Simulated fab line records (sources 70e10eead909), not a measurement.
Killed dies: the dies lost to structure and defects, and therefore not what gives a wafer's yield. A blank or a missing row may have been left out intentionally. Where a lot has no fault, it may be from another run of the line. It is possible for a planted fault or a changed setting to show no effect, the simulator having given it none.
fab line records	flow nand_harc
[record] lots = 6	wafers = 18	last_day = 33
route steps=1302 shown A_CONTACT@1004 END@1302
lots that met no fault: from a run of the same line without faults
start_h: hours from the record's opening day to when the first of the lot's shown wafers began	wait_h: hours since the lot's step before	" the same as in the row above	L1.1+2: several wafers, shown together as one row	- no value present, or no start provided	* or withheld: withheld	< > ~ a bound
route shown NAME@n: a module of which the file shows steps, and the number in the route of the first	usual: mean and standard deviation over wafers with no fault	same: alike in all rows	chamber/n: place in a boat	sites: readings site by site	_std_site: the values' standard deviation	_edge_site: the outer-site mean with the inner-site mean subtracted	radius_mm: how far each site lies from the wafer's centre	mask NAME#n: copy n	behind: the last tool/chamber to shape the wafer	hold: cause of the lot's hold/its duration in hours/its outcome	device: the n, p or np transistor that did not switch	end of line: the route-end tests of the same wafers	a step with no rows: only its recipe	killed: not the wafer's yield, but the dies lost to structure and defects at the first sort	map: per-die view of a wafer (x killed, . not killed, _ where there is no die)
set.NAME: the run value of the setting; set.NAME@STEP: its run value at that earlier step	model.NAME: the simulator's own value behind a step, which no gauge read
lots at some steps of the route; a table a step, a row a wafer
services: when a tool's chamber went out of use (start_h, in hours from the record's first day, below 0 if earlier), for how many hours, and the reason
[[steps]]
[step NHARC_A_CONTACT_ETCH_51]
[recipe] target_depth_a = 70000	over_etch_frac = 0.3	time_s = 1820	ion_energy_ev = 150	o2_flow_sccm = 400	cos_flow_sccm = 20	ar_flow_sccm = 0	rf_w = 500	bias_w = 300	chemistry = O2/COS
[usual] drypump_motor_current_A = 5.8/0.37	oes_product_au = 0.996/0.012	rf_vpp_V = 313.1/2.5	showerhead_plenum_p_Torr = 3.05/0.16	throttle_valve_pct = 28.330/0.0082
lot.wafer	tool	chamber	start_h	wait_h	drypump_motor_current_A	oes_product_au	rf_hours_counter_h	rf_vpp_V	showerhead_plenum_p_Torr	throttle_valve_pct
L676.4	rie_diel-06	2	-	-	5.3	0.995	14	316.9	3.34	28.327
L676.3	"	3	"	"	6.0	1.016	15	315.2	3.18	28.333
L676.6	"	1	"	"	6.8	0.979	-	315.5	3.31	28.339
L679.1	rie_diel-01	3	-	-	5.2	1.009	51	312.3	2.94	28.324
L679.2	"	2	"	"	5.7	0.996	58	311.4	2.98	28.329
L679.5	"	3	"	"	5.2	1.012	-	310.9	2.94	28.328
L686.2	rie_diel-02	0	-	-	6.0	0.996	7	317.1	3.29	28.344
L686.5	"	1	"	"	5.7	1.005	-	310.8	2.92	28.319
L686.6	"	2	"	"	5.8	1.013	-	310.3	2.90	28.343
L688.2	rie_diel-01	3	-	-	5.2	1.005	24	311.5	2.93	28.323
L688.5	"	0	"	"	5.1	0.990	-	314.4	3.05	28.328
L688.6	"	1	"	"	6.4	0.975	-	314.2	3.17	28.338
L693.4	rie_diel-02	3	-	-	5.9	0.976	17	310.6	2.93	28.325
L693.3	"	0	"	"	6.0	1.008	18	317.3	3.28	28.316
L693.6	"	1	"	"	5.7	1.001	-	310.5	2.92	28.321
L695.1	rie_diel-02	1	-	-	5.7	1.006	22	312.5	2.92	28.331
L695.6	"	2	"	"	5.8	1.005	-	311.1	2.89	28.335
L695.5	"	3	"	"	5.8	0.990	-	310.3	2.92	28.335
[step NHARC_A_CONTACT_ETCH_111]
[recipe] source_w = withheld	pressure_mtorr = 20	bias_v = withheld	time_s = 140	target_depth_a = 7000	ar_flow_sccm = withheld	c4f8_flow_sccm = withheld	o2_flow_sccm = withheld	chemistry = C4F8/O2/Ar
[step NHARC_A_CONTACT_ETCH_112]
[recipe] source_w = withheld	pressure_mtorr = 20	bias_v = 3000	time_s = 190	target_depth_a = 18500	ar_flow_sccm = withheld	c4f8_flow_sccm = withheld	o2_flow_sccm = withheld	chemistry = C4F8/O2/Ar
[step NHARC_A_CONTACT_ETCH_113]
[recipe] source_w = withheld	pressure_mtorr = 20	bias_v = 3000	time_s = 190	target_depth_a = 18500	ar_flow_sccm = withheld	c4f8_flow_sccm = withheld	o2_flow_sccm = withheld	chemistry = C4F8/O2/Ar
[step NHARC_A_CONTACT_ETCH_114]
[recipe] source_w = withheld	pressure_mtorr = 20	bias_v = 3000	time_s = 190	target_depth_a = 18500	ar_flow_sccm = withheld	c4f8_flow_sccm = withheld	o2_flow_sccm = withheld	chemistry = C4F8/O2/Ar
[step NHARC_A_CONTACT_ETCH_115]
[recipe] source_w = withheld	pressure_mtorr = 20	bias_v = 3000	time_s = 190	target_depth_a = 18500	ar_flow_sccm = withheld	c4f8_flow_sccm = withheld	o2_flow_sccm = withheld	chemistry = C4F8/O2/Ar
[step NHARC_A_CONTACT_ETCH_116]
[recipe] source_w = withheld	pressure_mtorr = 20	bias_v = 3000	time_s = 190	target_depth_a = 18500	ar_flow_sccm = withheld	c4f8_flow_sccm = withheld	o2_flow_sccm = withheld	chemistry = C4F8/O2/Ar
[step NHARC_A_CONTACT_ETCH_117]
[recipe] source_w = withheld	pressure_mtorr = 20	bias_v = 3000	time_s = 190	target_depth_a = 18500	ar_flow_sccm = withheld	c4f8_flow_sccm = withheld	o2_flow_sccm = withheld	chemistry = C4F8/O2/Ar
[step NHARC_A_CONTACT_ETCH_118]
[recipe] source_w = withheld	pressure_mtorr = 20	bias_v = 3000	time_s = 190	target_depth_a = 18500	ar_flow_sccm = withheld	c4f8_flow_sccm = withheld	o2_flow_sccm = withheld	chemistry = C4F8/O2/Ar
[step NHARC_A_CONTACT_ETCH_119]
[recipe] source_w = withheld	pressure_mtorr = 20	bias_v = 3000	time_s = 190	target_depth_a = 18500	ar_flow_sccm = withheld	c4f8_flow_sccm = withheld	o2_flow_sccm = withheld	chemistry = C4F8/O2/Ar
[step NHARC_A_CONTACT_ETCH_120]
[recipe] source_w = withheld	pressure_mtorr = 20	bias_v = 3000	time_s = 190	target_depth_a = 18500	ar_flow_sccm = withheld	c4f8_flow_sccm = withheld	o2_flow_sccm = withheld	chemistry = C4F8/O2/Ar
lot.wafer	tool	chamber	start_h	wait_h	rf_hours_counter_h
L676.3	har_cap_etch-03	1	541.67	0.1	-
L676.4	"	0	"	"	-
L676.6	"	1	"	"	-
L679.2	har_cap_etch-03	1	557.37	0.1	52
L679.1	"	0	"	"	52
L679.5	"	1	"	"	-
L686.2	har_cap_etch-01	0	632.24	0.1	23
L686.6	"	1	"	"	-
L686.5	"	0	"	"	-
L688.2	har_cap_etch-02	1	634.54	0.1	111
L688.6	"	1	"	"	-
L688.5	"	0	"	"	-
L693.3	har_cap_etch-01	0	696.76	0.1	-
L693.4	"	1	"	"	-
L693.6	"	1	"	"	-
L695.1	har_cap_etch-01	1	705.81	0.1	37
L695.6	"	1	"	"	-
L695.5	"	0	"	"	-
[step NHARC_A_CONTACT_ETCH_121]
[recipe] source_w = withheld	pressure_mtorr = 20	bias_v = 3000	time_s = 190	target_depth_a = 18500	ar_flow_sccm = withheld	c4f8_flow_sccm = withheld	o2_flow_sccm = withheld	chemistry = C4F8/O2/Ar
lot.wafer	tool	chamber	start_h	wait_h	rf_hours_counter_h
L676.3	har_cap_etch-03	1	541.84	0.1	-
L676.4	"	0	"	"	-
L676.6	"	1	"	"	-
L679.2	har_cap_etch-03	1	557.54	0.1	52
L679.1	"	0	"	"	52
L679.5	"	1	"	"	-
L686.2	har_cap_etch-01	0	632.42	0.2	24
L686.6	"	1	"	"	-
L686.5	"	0	"	"	-
L688.2	har_cap_etch-02	1	634.72	0.1	111
L688.6	"	1	"	"	-
L688.5	"	0	"	"	-
L693.3	har_cap_etch-01	0	696.93	0.1	-
L693.4	"	1	"	"	-
L693.6	"	1	"	"	-
L695.1	har_cap_etch-01	1	705.98	0.1	38
L695.6	"	1	"	"	-
L695.5	"	0	"	"	-
[step NHARC_A_CONTACT_ETCH_122]
[recipe] source_w = withheld	pressure_mtorr = 20	bias_v = 3000	time_s = 190	target_depth_a = 18500	ar_flow_sccm = withheld	c4f8_flow_sccm = withheld	o2_flow_sccm = withheld	chemistry = C4F8/O2/Ar
lot.wafer	tool	chamber	start_h	wait_h	rf_hours_counter_h
L676.3	har_cap_etch-03	1	542.02	0.1	-
L676.4	"	0	"	"	-
L676.6	"	1	"	"	-
L679.2	har_cap_etch-03	1	557.72	0.1	53
L679.1	"	0	"	"	53
L679.5	"	1	"	"	-
L686.2	har_cap_etch-01	0	632.65	0.2	24
L686.6	"	1	"	"	-
L686.5	"	0	"	"	-
L688.2	har_cap_etch-02	1	634.89	0.1	111
L688.6	"	1	"	"	-
L688.5	"	0	"	"	-
L693.3	har_cap_etch-01	0	697.11	0.1	-
L693.4	"	1	"	"	-
L693.6	"	1	"	"	-
L695.1	har_cap_etch-01	1	706.15	0.1	38
L695.6	"	1	"	"	-
L695.5	"	0	"	"	-
[step NHARC_A_CONTACT_ETCH_123]
[recipe] source_w = withheld	pressure_mtorr = 20	bias_v = 400	time_s = 490	target_depth_a = 21100	ar_flow_sccm = withheld	c4f8_flow_sccm = 11.5	o2_flow_sccm = 7.2	chemistry = C4F8/O2/Ar
[step NHARC_A_CONTACT_ETCH_90]
[recipe] target_depth_a = 400	over_etch_frac = 0.5	time_s = 85.7	ion_energy_ev = 120	ch3f_flow_sccm = 50	o2_flow_sccm = 30	ar_flow_sccm = 200	rf_w = 500	bias_w = 100	chemistry = CH3F/O2
[step NHARC_A_CONTACT_ETCH_96]
[recipe] target_depth_a = 200	over_etch_frac = 0.5	time_s = 10	ion_energy_ev = 250	c4f6_flow_sccm = 25	o2_flow_sccm = 20	ar_flow_sccm = 500	rf_w = 600	bias_w = 500	chemistry = C4F6/O2
[step NHARC_A_CONTACT_CD_MEAS_53]
[usual] cd_nm = 289.5/0.8
lot.wafer	tool	chamber	start_h	wait_h	cd_nm
L676.3	cd_sem-01	-	543.33	-	290.6
L676.4	"	-	"	"	290.0
L676.6	"	-	"	"	289.8
L679.1	cd_sem-01	-	559.13	-	288.0
L679.2	"	-	"	"	289.2
L679.5	"	-	"	"	289.9
L686.2	cd_sem-02	-	634.20	-	290.3
L686.5	"	-	"	"	291.1
L686.6	"	-	"	"	289.9
L688.2	cd_sem-01	-	636.26	-	288.6
L688.5	"	-	"	"	289.8
L688.6	"	-	"	"	290.4
L693.3	cd_sem-03	-	698.43	-	289.5
L693.4	"	-	"	"	291.0
L693.6	"	-	"	"	290.9
L695.1	cd_sem-03	-	707.50	-	290.0
L695.5	"	-	"	"	289.3
L695.6	"	-	"	"	289.5
[step NHARC_A_CONTACT_STRIP_99]
[recipe] n2_flow_sccm = 150	h2_flow_sccm = 150	ar_flow_sccm = 0	bias_w = 0	chemistry = N2/H2
[step NHARC_A_CONTACT_STRIP_100]
[recipe] cf4_flow_sccm = 100	chf3_flow_sccm = 30	ar_flow_sccm = 0	bias_w = 0	chemistry = CF4/CHF3
[step NHARC_A_CONTACT_STRIP_101]
[recipe] o2_flow_sccm = 400	cos_flow_sccm = 20	ar_flow_sccm = 0	bias_w = 0	chemistry = O2/COS
[step NHARC_A_CONTACT_ETCH_102]
[recipe] target_depth_a = 1000	overetch_a = 100	time_s = 55	ion_energy_ev = 100	cf4_flow_sccm = 80	o2_flow_sccm = 20	ar_flow_sccm = 0	rf_w = 300	bias_w = 100	chemistry = CF4/O2
[step NHARC_A_CONTACT_STRIP_55]
[recipe] o2_flow_sccm = 500	ar_flow_sccm = 0	bias_w = 0	chemistry = O2
[step NHARC_A_CONTACT_STRIP_56]
[recipe] time_s = 600	temp_c = 30	chemistry = post_etch_residue_remover
[step NHARC_A_CONTACT_DEP_57]
[recipe] target_thk_a = 53000	temp_c = 400	material = aC
[step NHARC_A_CONTACT_DEP_58]
[recipe] target_thk_a = 900	target_thk_nm = 90	temp_c = 400	pressure_torr = 3.5	flow_sccm = 200	rf_w = 350	material = SiON
[usual] heater_power_w = 748/140	showerhead_vpp_V = 1150/75
lot.wafer	tool	chamber	start_h	wait_h	heater_power_w	showerhead_vpp_V
L676.3	pecvd-04	1	551.06	1.7	1028	1113
L676.6	"	2	"	"	565	1262
L676.4	"	1	"	"	1047	1129
L679.1	pecvd-03	2	566.19	2.7	956	1223
L679.2	"	0	"	"	718	1104
L679.5	"	2	"	"	957	1229
L686.2	pecvd-03	1	639.98	2.4	663	1057
L686.5	"	1	"	"	649	1034
L686.6	"	0	"	"	695	1090
L688.2	pecvd-04	2	645.68	2.2	525	1251
L688.5	"	1	"	"	851	1120
L688.6	"	0	"	"	766	1259
L693.3	pecvd-04	1	703.50	1.6	943	1148
L693.6	"	0	"	"	777	1255
L693.4	"	1	"	"	925	1140
L695.1	pecvd-01	1	711.91	2.7	759	1086
L695.5	"	1	"	"	755	1092
L695.6	"	2	"	"	546	1215
[step NHARC_A_CONTACT_DEHYDRATE_59]
[recipe] temp_c = 150	time_s = 120
[step NHARC_A_CONTACT_HMDS_60]
[recipe] time_s = 30
[step NHARC_A_CONTACT_COAT_61]
[recipe] temp_c = 260	time_s = 75
[step NHARC_A_CONTACT_COAT_62]
[recipe] temp_c = 225	time_s = 65
[step NHARC_A_CONTACT_COAT_63]
[recipe] spin_rpm = 1500	resist_thk_nm = 90
[step NHARC_A_CONTACT_SOFTBAKE_64]
[recipe] temp_c = 105	time_s = 55
[step NHARC_A_CONTACT_EBR_65]
[step NHARC_A_CONTACT_EXPOSE_66]
[recipe] na = 1.35	sigma_outer = 0.8	dose_mj = 59.02	mask_id = A_CC_2
[step NHARC_A_CONTACT_PEB_67]
[recipe] peb_temp_c = 100	peb_time_s = 65
[step NHARC_A_CONTACT_DEVELOP_68]
[recipe] develop_time_s = 35	dev_temp_c = 23
[step NHARC_A_CONTACT_CD_MEAS_69]
[recipe] target_cd_nm = 300	landing_energy_ev = 500
[usual] cd_nm = 300.1/0.71
lot.wafer	tool	chamber	start_h	wait_h	cd_nm
L676.3	cd_sem-01	0	551.60	-	299.9
L676.4	"	0	"	"	300.1
L676.6	"	0	"	"	298.6
L679.1	cd_sem-01	0	566.79	-	300.0
L679.2	"	0	"	"	301.0
L679.5	"	0	"	"	301.2
L686.2	cd_sem-02	0	640.70	-	299.9
L686.5	"	0	"	"	300.0
L686.6	"	0	"	"	300.5
L688.2	cd_sem-03	0	646.25	-	299.5
L688.5	"	0	"	"	299.2
L688.6	"	0	"	"	300.1
L693.3	cd_sem-03	0	704.20	-	299.2
L693.4	"	0	"	"	299.5
L693.6	"	0	"	"	298.7
L695.1	cd_sem-03	0	712.50	-	301.1
L695.5	"	0	"	"	300.5
L695.6	"	0	"	"	300.3
[step NHARC_A_CONTACT_OVL_MEAS_70]
[usual] overlay_x_nm = -0.2/0.84	overlay_y_nm = -0.2/0.87
lot.wafer	tool	chamber	start_h	wait_h	overlay_x_nm	overlay_y_nm
L676.3	overlay-01	-	551.69	-	1.1	-1.1
L676.4	"	-	"	"	1.3	-1.2
L676.6	"	-	"	"	1.3	-0.9
L679.1	overlay-01	-	566.88	-	-1.0	-1.1
L679.2	"	-	"	"	-1.2	-1.5
L679.5	"	-	"	"	-1.6	-0.9
L686.2	overlay-02	-	640.79	-	-0.3	-0.3
L686.5	"	-	"	"	-1.4	0.3
L686.6	"	-	"	"	-0.7	0.1
L688.2	overlay-02	-	646.34	-	0.8	-0.3
L688.5	"	-	"	"	1.9	-0.3
L688.6	"	-	"	"	1.8	0.6
L693.3	overlay-01	-	704.29	-	0.0	-0.1
L693.4	"	-	"	"	0.4	-0.6
L693.6	"	-	"	"	0.3	-0.3
L695.1	overlay-01	-	712.59	-	-0.8	-1.3
L695.5	"	-	"	"	-0.1	-0.8
L695.6	"	-	"	"	0.0	-0.6
[step NHARC_A_CONTACT_DESCUM_74]
[recipe] time_s = 3	o2_flow_sccm = 200	ar_flow_sccm = 0	bias_power_w = 0	chemistry = O2
[usual] drypump_motor_current_A = 5.8/0.41	oes_product_au = 0.994/0.012	rf_vpp_V = 57.7/0.95	showerhead_plenum_p_Torr = 1.89/0.1	throttle_valve_pct = 11.311/0.0087
lot.wafer	tool	chamber	start_h	wait_h	drypump_motor_current_A	oes_product_au	rf_hours_counter_h	rf_vpp_V	showerhead_plenum_p_Torr	throttle_valve_pct
L676.3	rie_diel-06	1	551.79	0.1	6.7	0.988	20	58.4	2.03	11.308
L676.4	"	2	"	"	5.3	0.987	20	58.0	2.05	11.318
L676.6	"	1	"	"	6.7	0.984	-	59.2	2.03	11.308
L679.2	rie_diel-02	0	566.99	0.1	6.0	0.991	28	57.8	2.02	11.304
L679.1	"	1	"	"	5.7	1.005	23	57.2	1.79	11.300
L679.5	"	3	"	"	5.8	0.981	-	56.8	1.79	11.318
L686.2	rie_diel-02	2	640.91	0.1	5.8	0.999	10	55.7	1.77	11.315
L686.5	"	3	"	"	5.9	0.971	-	57.7	1.79	11.292
L686.6	"	0	"	"	6.0	0.987	-	58.4	2.02	11.304
L688.2	rie_diel-06	1	646.45	0.1	6.7	0.984	50	58.7	2.02	11.315
L688.5	"	3	"	"	6.0	1.006	-	56.6	1.94	11.309
L688.6	"	0	"	"	5.8	0.997	-	58.2	1.95	11.301
L693.3	rie_diel-01	1	704.39	0.1	6.4	0.990	48	57.7	1.93	11.313
L693.4	"	2	"	"	5.7	1.001	42	57.6	1.81	11.319
L693.6	"	0	"	"	5.0	1.000	-	57.1	1.86	11.317
L695.1	rie_diel-02	3	712.72	0.1	5.9	0.980	22	57.9	1.78	11.315
L695.5	"	0	"	"	6.0	0.989	-	57.2	2.02	11.330
L695.6	"	1	"	"	5.7	0.999	-	57.2	1.78	11.304
[step NHARC_A_CONTACT_ETCH_75]
[recipe] target_depth_a = 390	over_etch_frac = 0.3	time_s = 65	ion_energy_ev = 80	cf4_flow_sccm = 150	ar_flow_sccm = 0	rf_w = 300	bias_w = 100	chemistry = CF4
[step NHARC_A_CONTACT_ETCH_76]
[recipe] target_depth_a = 2600	over_etch_frac = 0.3	time_s = 475.3	ion_energy_ev = 200	n2_flow_sccm = 150	h2_flow_sccm = 150	ar_flow_sccm = 0	rf_w = 400	bias_w = 150	chemistry = N2/H2
[step NHARC_A_CONTACT_ETCH_77]
[recipe] target_depth_a = 1089	time_s = 54.5	cf4_flow_sccm = 100	chf3_flow_sccm = 30	ar_flow_sccm = 0	rf_w = 500	bias_w = 200	chemistry = CF4/CHF3
[step NHARC_END_SORT_01]
[recipe] temp_c = 25
[usual] killed_at_array = 47/18	killed_at_other = 0.9/1.1	killed_at_periphery = 4/3.1	killed_dies = 52/18	killed_open = 3.1/1.5	killed_short = 2.4/1.5
[same] gross_dies = 677
lot.wafer	tool	chamber	start_h	wait_h	killed_at_array	killed_at_other	killed_at_periphery	killed_dies	killed_open	killed_short
L693.3	prober-02	0	775.76	3.1	141	4	5	150	3	1
L695.5	prober-01	0	791.28	3.7	124	3	3	130	4	3
// killed by level:class
L693.3 A_CONTACT:unspecified=77 A_SLIT:chamber_film_flake=31 A_CHANNEL_HOLE_D1:chamber_film_flake=8 A_CHANNEL_HOLE_D2:chamber_film_flake=8 A_STAIRCASE:chamber_film_flake=6 THIN_TSV:chamber_film_flake=4 A_CHANNEL_FILL_D1:chamber_film_flake=3 P_ZERO_WELL:chamber_film_flake=2
L695.5 A_CONTACT:unspecified=77 A_CHANNEL_HOLE_D2:chamber_film_flake=22 A_CHANNEL_HOLE_D1:chamber_film_flake=12 A_CONTACT:chamber_film_flake=4 P_M2:chamber_film_flake=2 A_SLIT:chamber_film_flake=2 THIN_TSV:chamber_film_flake=2 A_CHANNEL_FILL_D1:geometric_particle:open=1
// map L693.3 (x killed, . not)
____________x____________
_________.....x._________
_______..........._______
______........x....______
_____....x.........._____
____.......x.........____
____...x..x..........____
___...................___
___......x..xx...x....___
__.....x...............__
__.........x...........__
_..........x...x........_
_......................._
_................x......_
_......................._
_.....xx.x.x.x...x..x..._
......x.x................
......xxxxx...x......x...
....x.xxxxxx.............
......xxxxxxxxx..........
.....xxxxxxxx............
_...xxxxxxx.x......x.x.._
_....xxxxxxxx..........._
_.x...xxxxxx............_
_....xxxxxx..........x.._
_....xxxxxxx........x..._
__.....xxx..........x..__
__....xxx.x............__
___....xx.xx........x.___
___.x....x...........x___
____.xxxxx.x......xxx____
____x.xxxxx........x.____
_____x.xxxxxx...x..._____
______xxxxx...xx...______
_______xxx.....x.._______
_________xx...x._________
____________.____________
// map L695.5 (x killed, . not)
____________.____________
_________......._________
_______..........._______
______.............______
_____..............._____
____.................____
____.................____
___..x................___
___........x..........___
__.....................__
__.....................__
_...........x..........._
_......................._
_.............x........._
_......................._
_.......xx............x._
......xxx..x.............
.......xxxx..............
......xxxxxxx........x...
x....xxxxxxx.............
.....xxxxxxxxx.x.........
_...xxxxxxxxxx.........._
_....xxxxxxx.x.....x...._
_..xx.xxxxxx............_
_....xxxxxxx............_
_......xxxxxx.........x._
__.....xxxx.x........x.__
__.x...xxxx.........xxx__
___....x....x.....x...___
___....x....x......xxx___
____x.x....x..x.....x____
____...xxx.........xx____
_____..xxxx........._____
______xxxxx........______
_______xxxx......._______
_________xxx...._________
____________.____________
[[services]]
tool	chamber	start_h	hours	kind
pecvd-03	2	520.21	4.9	repair
rie_diel-02	0	525.81	-	clean
rie_diel-02	1	525.81	-	clean
rie_diel-02	2	525.81	-	clean
rie_diel-02	3	525.81	-	clean
rie_diel-02	3	533.19	15.8	repair
pecvd-03	-	547.13	13.0	pm
rie_diel-02	0	550.63	-	clean
rie_diel-02	1	550.63	-	clean
rie_diel-02	2	550.63	-	clean
rie_diel-01	-	558.16	9.0	pm
rie_diel-02	-	571.27	9.0	pm
har_cap_etch-02	-	575.92	1.2	repair
pecvd-04	2	581.28	10.2	repair
har_cap_etch-02	-	592.77	0.2	repair
rie_diel-06	0	608.46	4.5	repair
rie_diel-02	3	610.42	14.1	repair
pecvd-04	1	612.02	3.6	repair
pecvd-03	0	613.93	14.7	repair
pecvd-04	-	631.26	13.0	pm
rie_diel-01	1	638.37	6.7	repair
rie_diel-06	-	661.47	9.0	pm
pecvd-01	-	673.04	13.0	pm
pecvd-03	-	710.71	1.2	repair
[[key]]
[first_sign] step = NHARC_END_SORT_01	reading = killed_dies	direction = up	sigmas = 4.8	usual = 52	struck = 140
[effect] step = NHARC_END_SORT_01	reading = killed_at_array	direction = up	sigmas = 4.8	usual = 47	struck = 132
[more_kills_born_at] NHARC_A_CONTACT_ETCH_122@har_cap_etch-01 = 154
met_at NHARC_A_CONTACT_ETCH_122
struck_wafers L693.3,L695.5
tester_left_out L693,L695
onset_between 632.65 697.11
[fault] kind = chamber_particle_source	tool = har_cap_etch-01	chamber = 0	onset_h = 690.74	steps = NHARC_A_CONTACT_ETCH_122	rate_per_visit_cm2 = 0.56398	end_h = 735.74
// tester_left_out: of these lots the tester's yield and bins aren't shown, on N5 and GAA mostly nor the transistor test; their killed dies are dies lost to structure and defects alone, not to doping, threshold or leakage, so they don't give the yield
